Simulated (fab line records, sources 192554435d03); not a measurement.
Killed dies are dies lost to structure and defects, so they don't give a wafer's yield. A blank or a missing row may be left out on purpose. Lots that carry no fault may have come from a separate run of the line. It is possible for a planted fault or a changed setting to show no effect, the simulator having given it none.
Matching of chambers + flow n5_finfet + 4 sister chambers for N5_BEOL_M1_ETCH_74 on rie_diel-01
The step etches underlayer in N2/H2, target depth 6.5 nm, time 5.2 s. 14 wafers are shown with their chamber, then 7 later ones without.

WAFERS PAIRED WITH THEIR CHAMBERS
| wafer  | chamber | drypump_motor_current_A (A) | showerhead_plenum_p_Torr (Torr) | etch_rf_on_time_s (s) |
|--------|---------|-----------------------------|---------------------------------|-----------------------|
| L075.1 | 3       | 5.4                         | 2.49                            | 5.04                  |
| L075.2 | 2       | 5.7                         | 2.62                            | 5.21                  |
| L075.5 | 1       | 5.8                         | 2.71                            | 4.96                  |
| L085.3 | 0       | 6.4                         | 2.56                            | 5.21                  |
| L085.4 | 2       | 5.7                         | 2.61                            | 5.28                  |
| L085.5 | 0       | 6.5                         | 2.56                            | 5.24                  |
| L087.1 | 2       | 5.7                         | 2.60                            | 5.19                  |
| L087.2 | 0       | 6.5                         | 2.56                            | 5.19                  |
| L087.3 | 1       | 5.8                         | 2.69                            | 5.02                  |
| L086.3 | 2       | 5.7                         | 2.60                            | 5.18                  |
| L086.4 | 0       | 6.5                         | 2.56                            | 5.23                  |
| L086.6 | 3       | 5.4                         | 2.48                            | 5.02                  |
| L088.1 | 3       | 5.3                         | 2.48                            | 5.02                  |
| L088.4 | 1       | 5.8                         | 2.69                            | 5.00                  |

SIGNATURES (means of the wafers above)
| reading                  | chamber 0 | chamber 1 | chamber 2 | chamber 3 | scatter within a chamber |
|--------------------------|-----------|-----------|-----------|-----------|--------------------------|
| drypump_motor_current_A  | 6.475     | 5.800     | 5.700     | 5.367     | 0.0376                   |
| showerhead_plenum_p_Torr | 2.5600    | 2.6967    | 2.6075    | 2.4833    | 0.0078                   |
| etch_rf_on_time_s        | 5.2175    | 4.9933    | 5.2150    | 5.0267    | 0.0312                   |
Rule: a wafer's distance from a chamber is the root of the sum, over the readings, of the square of ((its reading less the chamber's mean) divided by the reading's scatter). If the next closest chamber is less than 2 further off than the closest, the wafer can't be placed; otherwise it belongs to the closest. The scatter: take each reading less its chamber's mean, square it, sum over the shown wafers, divide by the number of wafers less the number of chambers, and take the root.

WAFERS WHOSE CHAMBER IS MISSING
| wafer  | drypump_motor_current_A (A) | showerhead_plenum_p_Torr (Torr) | etch_rf_on_time_s (s) |
|--------|-----------------------------|---------------------------------|-----------------------|
| L088.6 | 6.4                         | 2.56                            | 5.21                  |
| L095.2 | 5.4                         | 2.47                            | 5.07                  |
| L095.3 | 6.4                         | 2.55                            | 5.18                  |
| L095.4 | 5.7                         | 2.69                            | 4.99                  |
| L092.4 | 5.8                         | 2.69                            | 5.04                  |
| L092.5 | 6.5                         | 2.55                            | 5.20                  |
| L092.6 | 5.8                         | 2.69                            | 5.01                  |

WHICH CHAMBER EACH WENT THROUGH
| wafer  | from the rows above | in truth |
|--------|---------------------|----------|
| L088.6 | 0                   | 0        |
| L095.2 | 3                   | 3        |
| L095.3 | 0                   | 0        |
| L095.4 | 1                   | 1        |
| L092.4 | 1                   | 1        |
| L092.5 | 0                   | 0        |
| L092.6 | 1                   | 1        |
Placed correctly: 7 of 7. Number that these rows cannot place: 0. Wrongly placed: 0.
